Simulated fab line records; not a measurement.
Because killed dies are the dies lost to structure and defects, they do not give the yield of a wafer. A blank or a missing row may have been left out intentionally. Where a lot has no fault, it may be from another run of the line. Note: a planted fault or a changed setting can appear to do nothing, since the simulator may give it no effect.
fab line records + flow n5Finfet + part 2 of 2: steps 40 to 43 of 43
record
- lots=6
- wafers=18
- lastDay=17
route steps=1938 shown SD_EPI_P@309 SD_ACTIVATION@330 ILD0@335 SDB@347 MOL_CONTACT_COAG@538 BEOL_M4@1111
lots that met no fault: from a run of the same line without faults
startH: hours from the record's first day to the start of the lot's first wafer shown + waitH: how many hours have passed since the lot's step before this one + " as in the row above + L1.1+2: a row that stands for several wafers + - no value, or no start given + * or withheld: withheld + < > ~ a bound
route shown NAME@n: NAME is a module with steps in the file, n the number in the route of the first one + usual: average and standard deviation across the fault-free wafers + same: alike in all rows + chamber/n: place in a boat + sites: each site's reading + _std_site: how widely they spread, as a standard deviation + _edge_site: outer sites' mean less inner sites' + radiusMm: how far each site lies from the wafer's centre + mask NAME#n: copy n + behind: the most recent tool/chamber to have shaped the wafer + hold: reason for holding the lot/hours on hold/outcome of the hold + device: the n, p or np transistor that did not switch + end of line: the same wafers' tests at the end of the route + a step given without rows: its recipe and nothing more + killed: count of dies lost to structure and defects at first sort (not the wafer's yield) + map: the dies of a wafer, with x for killed, . for not killed, _ for no die there
set.NAME: the setting the step ran with; set.NAME@STEP: the setting that earlier step ran with + model.NAME: the simulator's own value behind a step, which no gauge read
certain route steps with their lots: each step a table, each wafer a row
services: the hour from which a tool's chamber was out of use, counted from the record's first day as startH (under 0 if before that day), plus the number of hours and why
## steps
# step N5_SDB_COAT_04
# recipe
- resist=SiARC
- tempC=220
- timeS=60
- spinRpm=1500
- resistThkNm=18
# step N5_SDB_COAT_05
# recipe
- resist=CAR-ArF
- spinRpm=1500
- resistThkNm=90
# step N5_MOL_CONTACT_COAG_ETCH_110
# recipe
- chemistry=CF4/O2
- target=Si
- targetDepthA=25
- timeS=8
- pressureMtorr=100
- sourceW=200
- biasW=12
- ionEnergyEv=60
- Ar_flow_sccm=100
- cf4FlowSccm=100
- O2_flow_sccm=10
# usual
- O2_flow_sccm=10.00/0.033
- cf4FlowSccm=100.03/0.29
- drypumpMotorCurrentA=5.7/0.32
- mfcArSccm=100.0/0.32
- oesProductAu=0.82/0.095
- rfVppV=128.4/1.5
- showerheadPlenumPTorr=2.26/0.058
- throttleValvePct=10.59/0.28
| lot.wafer | tool       | chamber | startH | waitH | O2_flow_sccm | cf4FlowSccm | drypumpMotorCurrentA | mfcArSccm | oesProductAu | rfHoursCounterH | rfVppV | showerheadPlenumPTorr | throttleValvePct | model.SiGe-B_of_SD_EPI_P_EPI_21.thkNm |
|-----------|------------|---------|--------|-------|--------------|-------------|----------------------|-----------|--------------|-----------------|--------|-----------------------|------------------|---------------------------------------|
| L350.1    | rieDiel-04 | 1       | 93.84  | 0.0   | 10.06        | 100.05      | 6.0                  | 100.4     | 0.90         | 30              | 128.8  | 2.27                  | 10.26            | 58.4                                  |
| L350.5    | "          | 1       | "      | "     | 9.99         | 100.21      | 6.0                  | 100.0     | 0.90         | -               | 128.4  | 2.27                  | 10.26            | 58                                    |
| L350.6    | "          | 0       | "      | "     | 9.97         | 100.05      | 5.4                  | 100.4     | 0.91         | -               | 130.8  | 2.27                  | 10.48            | 58.4                                  |
| L351.2    | rieDiel-04 | 1       | 95.64  | 0.0   | 9.99         | 100.12      | 6.0                  | 99.8      | 0.90         | 30              | 129.4  | 2.27                  | 10.26            | 57.6                                  |
| L351.3    | "          | 2       | "      | "     | 10.05        | 99.95       | 5.9                  | 99.6      | 0.85         | 60              | 128.8  | 2.25                  | 10.70            | 56.6                                  |
| L351.6    | "          | 3       | "      | "     | 10.00        | 99.81       | 5.6                  | 99.7      | 0.69         | -               | 129.7  | 2.28                  | 10.90            | 57.6                                  |
| L363.4    | rieDiel-04 | 1       | 166.92 | 0.0   | 10.05        | 100.51      | 6.0                  | 100.0     | 0.87         | 55              | 128.7  | 2.26                  | 10.32            | 88                                    |
| L363.5    | "          | 0       | "      | "     | 10.00        | 100.63      | 5.4                  | 99.8      | 0.88         | -               | 132.5  | 2.26                  | 10.56            | 87                                    |
| L363.6    | "          | 1       | "      | "     | 10.04        | 99.93       | 6.0                  | 99.8      | 0.87         | -               | 128.0  | 2.26                  | 10.34            | 87.2                                  |
| L365.2    | rieDiel-05 | 1       | 177.42 | 0.0   | 10.01        | 100.27      | 5.7                  | 100.5     | 0.74         | 136             | 129.6  | 2.32                  | 10.61            | 85.8                                  |
| L365.3    | "          | 3       | "      | "     | 10.04        | 100.03      | 5.9                  | 100.1     | 0.66         | 241             | 128.5  | 2.19                  | 11.06            | 88.2                                  |
| L365.5    | "          | 2       | "      | "     | 10.01        | 99.90       | 5.8                  | 99.5      | 0.91         | -               | 127.2  | 2.27                  | 10.14            | 87.2                                  |
| L368.1    | rieDiel-04 | 1       | 199.73 | 0.0   | 10.03        | 99.89       | 6.0                  | 100.0     | 0.85         | 66              | 128.4  | 2.26                  | 10.35            | 58                                    |
| L368.3    | "          | 3       | "      | "     | 9.99         | 99.64       | 5.6                  | 100.4     | 0.93         | 15              | 128.6  | 2.27                  | 10.27            | 57.4                                  |
| L368.6    | "          | 3       | "      | "     | 9.99         | 99.77       | 5.6                  | 99.7      | 0.94         | -               | 128.3  | 2.27                  | 10.29            | 57.6                                  |
| L373.1    | rieDiel-05 | 0       | 225.71 | 0.0   | 9.99         | 100.23      | 5.0                  | 100.4     | 0.87         | 33              | 127.8  | 2.35                  | 10.59            | 57.8                                  |
| L373.2    | "          | 2       | "      | "     | 9.95         | 100.40      | 5.8                  | 100.1     | 0.87         | 40              | 126.9  | 2.26                  | 10.19            | 57.4                                  |
| L373.5    | "          | 2       | "      | "     | 9.96         | 100.47      | 5.8                  | 99.8      | 0.87         | -               | 128.7  | 2.26                  | 10.21            | 57.8                                  |
# step N5_BEOL_M4_RC_MEAS_101
# usual
- DIBL_N=36.3/1.4
- DIBL_P=36.2/1.5
- IOFF_N=0.160/0.021
- IOFF_P=0.211/0.027
- ION_N=676/7.7
- ION_P=463/5.5
- RS_SD_P=66.0/0.89
- SS_N=71.4/0.57
- SS_P=73.3/0.58
- VT_N=249.3/2.5
- VT_P=-250.1/2.6
- VT_P_LVT=-98.6/2.3
| lot.wafer | tool      | chamber | startH | waitH | DIBL_N[mV/V] | DIBL_P[mV/V] | IOFF_N[nA/um] | IOFF_P[nA/um] | ION_N[uA/um] | ION_P[uA/um] | RS_SD_P[ohm/sq] | SS_N[mV/dec] | SS_P[mV/dec] | VT_N[mV] | VT_P[mV] | VT_P_LVT[mV] |
|-----------|-----------|---------|--------|-------|--------------|--------------|---------------|---------------|--------------|--------------|-----------------|--------------|--------------|----------|----------|--------------|
| L350.1    | prober-01 | 0       | 162.84 | 0.0   | 37.1         | 37.7         | 0.187         | 0.224         | 686          | 463          | 66.2            | 72.2         | 74.4         | 246.9    | -249.4   | -97.8        |
| L350.5    | "         | 0       | "      | "     | 35.0         | 35.0         | 0.148         | 0.181         | 678          | 459          | 66.5            | 71.2         | 72.5         | 250.4    | -254.1   | -101.4       |
| L350.6    | "         | 0       | "      | "     | 35.6         | 35.7         | 0.160         | 0.191         | 677          | 462          | 66.2            | 71.8         | 72.8         | 250.4    | -252.0   | -100.4       |
| L351.2    | prober-01 | 0       | 181.69 | 0.2   | 38.7         | 38.4         | 0.179         | 0.243         | 674          | 463          | 65.6            | 71.8         | 73.8         | 248.3    | -248.6   | -95.6        |
| L351.3    | "         | 0       | "      | "     | 39.5         | 39.5         | 0.202         | 0.268         | 682          | 467          | 66.5            | 72.1         | 74.0         | 244.0    | -247.0   | -96.2        |
| L351.6    | "         | 0       | "      | "     | 38.9         | 38.5         | 0.187         | 0.254         | 680          | 465          | 65.9            | 71.6         | 73.5         | 246.7    | -246.5   | -96.2        |
| L365.2    | prober-02 | 0       | 260.93 | 0.2   | 38.2         | 36.7         | 0.173         | 0.299         | 680          | 489          | 43.6            | 72.0         | 73.2         | 246.5    | -241.7   | -88.0        |
| L365.3    | "         | 0       | "      | "     | 39.0         | 37.5         | 0.184         | 0.312         | 672          | 480          | 43.2            | 72.5         | 73.5         | 247.7    | -239.2   | -88.0        |
| L365.5    | "         | 0       | "      | "     | 36.9         | 35.6         | 0.155         | 0.276         | 669          | 477          | 43.2            | 71.5         | 73.7         | 249.3    | -242.4   | -89.1        |
| L363.4    | prober-01 | 0       | 261.02 | 0.5   | 35.5         | 35.5         | 0.155         | 0.247         | 680          | 480          | 44.1            | 71.2         | 73.2         | 253.7    | -245.7   | -92.3        |
| L363.5    | "         | 0       | "      | "     | 34.2         | 34.9         | 0.144         | 0.231         | 676          | 480          | 44.7            | 70.8         | 72.9         | 249.9    | -244.4   | -94.4        |
| L363.6    | "         | 0       | "      | "     | 35.5         | 35.7         | 0.159         | 0.244         | 679          | 480          | 44.4            | 71.2         | 73.4         | 251.2    | -244.5   | -93.2        |
| L368.1    | prober-02 | 0       | 283.45 | 0.0   | 36.4         | 35.3         | 0.161         | 0.211         | 683          | 469          | 64.9            | 70.4         | 72.6         | 246.2    | -251.2   | -98.5        |
| L368.3    | "         | 0       | "      | "     | 37.1         | 35.9         | 0.173         | 0.216         | 679          | 462          | 66.2            | 71.5         | 73.4         | 247.0    | -248.9   | -98.7        |
| L368.6    | "         | 0       | "      | "     | 36.0         | 35.6         | 0.173         | 0.221         | 689          | 472          | 66.0            | 71.1         | 73.3         | 244.2    | -249.5   | -96.9        |
| L373.1    | prober-01 | 0       | 313.17 | 0.0   | 35.4         | 35.1         | 0.131         | 0.199         | 674          | 464          | 66.3            | 71.6         | 72.8         | 253.6    | -252.5   | -100.8       |
| L373.2    | "         | 0       | "      | "     | 39.0         | 38.7         | 0.198         | 0.253         | 678          | 463          | 66.3            | 72.7         | 73.9         | 248.9    | -249.4   | -97.4        |
| L373.5    | "         | 0       | "      | "     | 35.8         | 35.4         | 0.136         | 0.192         | 668          | 455          | 66.2            | 72.0         | 72.1         | 253.2    | -252.4   | -100.6       |
## services
| tool       | chamber | startH | hours | kind   |
|------------|---------|--------|-------|--------|
| cmp-04     | -       | 39.82  | 0.4   | repair |
| cmp-04     | -       | 49.55  | 4.0   | pm     |
| rieSi-01   | -       | 59.69  | 1.5   | repair |
| rieDiel-03 | 2       | 73.19  | 12.5  | repair |
| cmp-04     | -       | 81.23  | 0.3   | repair |
| cmp-04     | -       | 87.50  | 0.6   | repair |
| cmp-04     | -       | 88.29  | 5.5   | pm     |
| cmp-04     | -       | 100.79 | 0.7   | repair |
| rieDiel-04 | 1       | 104.02 | 9.3   | repair |
| cmp-04     | -       | 104.28 | 4.8   | pm     |
| cmp-02     | -       | 118.16 | 4.0   | pm     |
| rieSi-01   | 3       | 121.54 | 2.4   | repair |
| rieSi-01   | 0       | 122.46 | 1.1   | repair |
| rieDiel-01 | 3       | 135.89 | 14.2  | repair |
| rieDiel-03 | 3       | 151.46 | 4.3   | repair |
| rieSi-01   | -       | 157.55 | 4.3   | pm     |
| cmp-04     | -       | 159.52 | 1.4   | repair |
| rieDiel-03 | 2       | 170.31 | 8.0   | repair |
| cmp-04     | -       | 171.25 | 1.6   | repair |
| cmp-04     | -       | 189.08 | 0.5   | repair |
| cmp-04     | -       | 200.94 | 6.7   | repair |
| rieDiel-03 | 3       | 214.67 | 3.1   | repair |
| rieDiel-01 | 0       | 216.59 | 1.2   | repair |
| rieDiel-03 | 2       | 224.91 | 9.3   | repair |
## key
firstSign
- step=N5_SD_EPI_P_EPI_21
- reading=epiGrowthTimeS
- direction=up
- sigmas=99+
- usual=*
- struck=*
effect
- step=N5_SD_EPI_P_EPI_MEAS_23
- reading=thkNm
- direction=up
- sigmas=26
- usual=*
- struck=*
effect
- step=N5_SD_ACTIVATION_RS_MEAS_03
- reading=RS_SD_P
- direction=down
- sigmas=21
- usual=56.3
- struck=37.6
effect
- step=N5_BEOL_M4_RC_MEAS_101
- reading=RS_SD_P
- direction=down
- sigmas=25
- usual=66.0
- struck=43.9
effect
- step=N5_BEOL_M4_RC_MEAS_101
- reading=VT_P_LVT
- direction=up
- sigmas=3.3
- usual=-98.6
- struck=-90.8
effect
- step=N5_BEOL_M4_RC_MEAS_101
- reading=ION_P
- direction=up
- sigmas=3.2
- usual=463
- struck=481
effect
- step=N5_BEOL_M4_RC_MEAS_101
- reading=VT_P
- direction=up
- sigmas=2.7
- usual=-250.1
- struck=-243.0
- wafersMoved=3
effect
- step=N5_BEOL_M4_RC_MEAS_101
- reading=IOFF_P
- direction=up
- sigmas=2.1
- usual=0.211
- struck=0.268
modelEffect
- step=N5_SD_EPI_P_EPI_21
- value=SiGe-B_of_SD_EPI_P_EPI_21.thkNm
- without=60.97
- struck=91.63
modelEffect
- step=N5_MOL_CONTACT_COAG_ETCH_110
- value=SiGe-B_of_SD_EPI_P_EPI_21.thkNm
- without=58.03
- struck=87.23
metAt N5_SD_EPI_P_EPI_21
struckWafers L363.4,L363.5,L363.6,L365.2,L365.3,L365.5
sortLeftOut L363.4,L363.5,L363.6,L365.2,L365.3,L365.5
onsetBetween 62.61 135.90
fault
- kind=processParameterDrift
- tool=epiRpcvd-03
- chamber=-
- onsetH=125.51
- steps=N5_SD_EPI_P_EPI_21
- channel=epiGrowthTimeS
- offset=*
- shape=step
- endH=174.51
- actsIn=*
- stated=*
# sortLeftOut: the simulated sort isn't trusted on such a fault, so these wafers' sort isn't shown, and their yield isn't known
